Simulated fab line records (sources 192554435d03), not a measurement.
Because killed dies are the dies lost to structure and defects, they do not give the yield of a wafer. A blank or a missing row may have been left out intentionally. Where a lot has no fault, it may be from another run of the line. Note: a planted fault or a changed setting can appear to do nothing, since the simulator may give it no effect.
Chamber matching ; flow n5_finfet ; N5_MOL_CONTACT_COAG_ETCH_91 on rie_diel-04: 4 sister chambers
The step etches SOC in N2/H2, target depth 60 nm, overetch 21 nm, time 101.2 s. 8 wafers are shown with their chamber, then 8 later ones without.

## WAFERS WITH THEIR CHAMBER
wafer;chamber;drypump_motor_current_A (A);throttle_valve_pct (%)
L079.1;0;5.4;17.58
L084.6;2;5.9;18.02
L087.2;3;5.6;17.40
L087.3;2;5.9;18.03
L089.1;0;5.5;17.60
L089.4;1;6.0;17.36
L089.6;3;5.6;17.42
L090.2;1;6.0;17.37

## WAFERS WITH NO CHAMBER GIVEN
wafer;drypump_motor_current_A (A);throttle_valve_pct (%)
L090.3;5.9;18.04
L090.6;5.9;18.03
L096.1;6.0;17.40
L096.3;5.4;17.63
L096.6;5.9;18.05
L097.3;5.6;17.44
L097.4;5.9;18.06
L097.6;5.6;17.45

## THE CHAMBER EACH PASSED THROUGH
wafer;from the rows above;in truth
L090.3;2;2
L090.6;2;2
L096.1;1;1
L096.3;0;0
L096.6;2;2
L097.3;3;3
L097.4;2;2
L097.6;3;3
Placed correctly: 8 of 8. Number that these rows cannot place: 0. Placed wrongly: 0.
How it was worked out, from the rows above alone: a wafer's distance from a chamber is the root of the sum, over the readings, of the square of ((its reading less the chamber's mean) divided by the reading's scatter). If the next closest chamber is less than 2 further off than the closest, the wafer can't be placed; otherwise it belongs to the closest. Each chamber's mean is taken over the wafers shown for it. The scatter is the square root of a quotient: the sum, over the shown wafers, of each reading's squared deviation from its chamber's mean, divided by wafers minus chambers.
